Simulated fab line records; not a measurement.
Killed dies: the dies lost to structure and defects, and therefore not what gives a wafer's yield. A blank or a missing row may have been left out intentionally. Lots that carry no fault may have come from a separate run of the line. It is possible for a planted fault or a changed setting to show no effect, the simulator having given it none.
Lot-split experiment / flow n5_finfet / on a route of 1938 steps: 7 lots, 21 wafers read

SPLIT DETAILS
At N5_BEOL_M9_TRENCH_ETCH_37 (etches SiCOH lowk in C4F6/O2, target depth 151.43 nm, time 49 s), the setting source_w was moved away from the recipe's 345 W on 7 of the 21 wafers read, by -17.9% to +13.4%. For the rest of the wafers, this setting stayed at what the recipe calls for.

FROM THE SPLIT TO THE READING: what the file shows between them, 11 steps
- N5_BEOL_M9_ETCH_41: etches SiCN in CH3F/O2, target depth 36.6 nm, time 70.1 s
- N5_BEOL_M9_STRIP_80: strips in N2/H2, time 10 s
- N5_BEOL_M9_OCD_MEAS_38
- N5_BEOL_M9_HM_STRIP_39: strips TiN in peroxide tin strip, target depth 25 nm, time 158 s
- N5_BEOL_M9_SRD_40: time 30 s
- N5_BEOL_M9_ECD_50: material Cu, target thk 318 nm
- N5_BEOL_M9_ANNEAL_51: time 90 s
- N5_BEOL_M9_CMP_52: polishes, stops on SiCOH lowk, t overpolish 7 s, target thk 140 nm
- N5_BEOL_M9_THK_MEAS_53: measures by xrf
- N5_BEOL_M9_PRE_CLEAN_55: time 15 s
- N5_BEOL_M9_DEP_56: deposits SiCN from 3MS/NH3, target thk 15 nm, time 26.5 s

THE READING
M9_RS (ohm/sq), read at N5_BEOL_M9_RS_MEAS_57 with a four-point probe. Fault-free wafers of this fab line usually give 0.1509 ohm/sq, standard deviation 0.0029 ohm/sq.

wafer=L074.1; tool, chamber at the split=rie_diel-01, 0; source_w as run, W=284.9; against the recipe=-17.4%; M9_RS, ohm/sq=0.1650; against lot-mates on the recipe=+0.0187
wafer=L074.2; tool, chamber at the split=rie_diel-01, 3; source_w as run, W=345; against the recipe=recipe; M9_RS, ohm/sq=0.1463; against lot-mates on the recipe=-
wafer=L074.4; tool, chamber at the split=rie_diel-01, 1; source_w as run, W=284.9; against the recipe=-17.4%; M9_RS, ohm/sq=0.1650; against lot-mates on the recipe=+0.0187
wafer=L081.3; tool, chamber at the split=rie_diel-01, 3; source_w as run, W=345; against the recipe=recipe; M9_RS, ohm/sq=0.1465; against lot-mates on the recipe=-
wafer=L081.4; tool, chamber at the split=rie_diel-01, 2; source_w as run, W=345; against the recipe=recipe; M9_RS, ohm/sq=0.1491; against lot-mates on the recipe=-
wafer=L081.6; tool, chamber at the split=rie_diel-01, 1; source_w as run, W=283.3; against the recipe=-17.9%; M9_RS, ohm/sq=0.1644; against lot-mates on the recipe=+0.0166
wafer=L083.1; tool, chamber at the split=rie_diel-06, 0; source_w as run, W=289.3; against the recipe=-16.1%; M9_RS, ohm/sq=0.1600; against lot-mates on the recipe=no lot-mate on the recipe
wafer=L083.5; tool, chamber at the split=rie_diel-06, 1; source_w as run, W=289.3; against the recipe=-16.1%; M9_RS, ohm/sq=0.1595; against lot-mates on the recipe=no lot-mate on the recipe
wafer=L083.6; tool, chamber at the split=rie_diel-06, 0; source_w as run, W=289.3; against the recipe=-16.1%; M9_RS, ohm/sq=0.1625; against lot-mates on the recipe=no lot-mate on the recipe
wafer=L091.3; tool, chamber at the split=rie_diel-06, 2; source_w as run, W=345; against the recipe=recipe; M9_RS, ohm/sq=0.1502; against lot-mates on the recipe=-
wafer=L091.4; tool, chamber at the split=rie_diel-06, 0; source_w as run, W=345; against the recipe=recipe; M9_RS, ohm/sq=0.1471; against lot-mates on the recipe=-
wafer=L091.5; tool, chamber at the split=rie_diel-06, 2; source_w as run, W=345; against the recipe=recipe; M9_RS, ohm/sq=0.1521; against lot-mates on the recipe=-
wafer=L092.1; tool, chamber at the split=rie_diel-01, 3; source_w as run, W=345; against the recipe=recipe; M9_RS, ohm/sq=0.1514; against lot-mates on the recipe=-
wafer=L092.3; tool, chamber at the split=rie_diel-01, 2; source_w as run, W=345; against the recipe=recipe; M9_RS, ohm/sq=0.1500; against lot-mates on the recipe=-
wafer=L092.4; tool, chamber at the split=rie_diel-01, 1; source_w as run, W=345; against the recipe=recipe; M9_RS, ohm/sq=0.1492; against lot-mates on the recipe=-
wafer=L095.1; tool, chamber at the split=rie_diel-03, 0; source_w as run, W=345; against the recipe=recipe; M9_RS, ohm/sq=0.1461; against lot-mates on the recipe=-
wafer=L095.3; tool, chamber at the split=rie_diel-03, 3; source_w as run, W=391.4; against the recipe=+13.4%; M9_RS, ohm/sq=0.1419; against lot-mates on the recipe=-0.0087
wafer=L095.5; tool, chamber at the split=rie_diel-03, 2; source_w as run, W=345; against the recipe=recipe; M9_RS, ohm/sq=0.1550; against lot-mates on the recipe=-
wafer=L097.1; tool, chamber at the split=rie_diel-06, 0; source_w as run, W=345; against the recipe=recipe; M9_RS, ohm/sq=0.1480; against lot-mates on the recipe=-
wafer=L097.2; tool, chamber at the split=rie_diel-06, 1; source_w as run, W=345; against the recipe=recipe; M9_RS, ohm/sq=0.1448; against lot-mates on the recipe=-
wafer=L097.3; tool, chamber at the split=rie_diel-06, 3; source_w as run, W=345; against the recipe=recipe; M9_RS, ohm/sq=0.1508; against lot-mates on the recipe=-

FIT RESULTS
A straight line over all 21 wafers: M9_RS changes by -0.000772 ohm/sq for each +1% of source_w; r = -0.93; the points scatter about the line by 0.0026 ohm/sq.
The same after taking each lot's own level away (the mean of its wafers on the recipe; 18 wafers): -0.000945 ohm/sq for each +1%; r = -0.95; scatter 0.0025 ohm/sq.
The reading moves by 0.017 ohm/sq for the largest change in source_w, on that fit.
Across the lots, their own levels run from 0.14630 to 0.15055 ohm/sq, a range of 1.5 times the standard deviation given above.
So the slope is not independent of the lot-to-lot level: the two fits are not the same.
Check: with one of the wafers moved furthest among these (-17.9%) left out of the fit, the line predicts +0.0177 ohm/sq for it against its lot-mates. Against them it came out at +0.0166 ohm/sq.
Tool readings at the split's step, against how far the setting was moved: rf_vpp_V r = -0.98.

THE WHOLE CHAIN: every reading that the file lists as answering this split, in the file's order
step=N5_BEOL_M9_TRENCH_ETCH_37; what it does=etches SiCOH lowk in C4F6/O2, target depth 151.43 nm, time 49 s; reading=rf_vpp_V; change (the file's fit)=-3.82 V for each +1% of the setting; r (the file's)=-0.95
step=N5_BEOL_M9_TRENCH_ETCH_37; what it does=etches SiCOH lowk in C4F6/O2, target depth 151.43 nm, time 49 s; reading=BEOL_M9.feature_depth_nm (the simulator's own value, which no gauge read); change (the file's fit)=+0.68 nm for each +1% of the setting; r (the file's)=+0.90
step=N5_BEOL_M9_TRENCH_ETCH_37; what it does=etches SiCOH lowk in C4F6/O2, target depth 151.43 nm, time 49 s; reading=etch.depth_nm (the simulator's own value, which no gauge read); change (the file's fit)=+0.68 nm for each +1% of the setting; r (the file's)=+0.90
step=N5_BEOL_M9_OCD_MEAS_38; what it does=; reading=trench_depth_nm; change (the file's fit)=+0.678 nm for each +1% of the setting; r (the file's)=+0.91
step=N5_BEOL_M9_CMP_52; what it does=polishes, stops on SiCOH lowk, t overpolish 7 s, target thk 140 nm; reading=Cu_of_BEOL_M9_ECD_50.thk_nm (the simulator's own value, which no gauge read); change (the file's fit)=+0.738 nm for each +1% of the setting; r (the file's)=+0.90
step=N5_BEOL_M9_THK_MEAS_53; what it does=measures by xrf; reading=M9_THK; change (the file's fit)=+0.744 for each +1% of the setting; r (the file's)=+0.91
step=N5_BEOL_M9_RS_MEAS_57; what it does=measures by four-point-probe; reading=M9_RS; change (the file's fit)=-0.000918 for each +1% of the setting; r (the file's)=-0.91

THE FILE'S OWN FIT
M9_RS changes by -0.000918 ohm/sq for each +1% of source_w, r = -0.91.
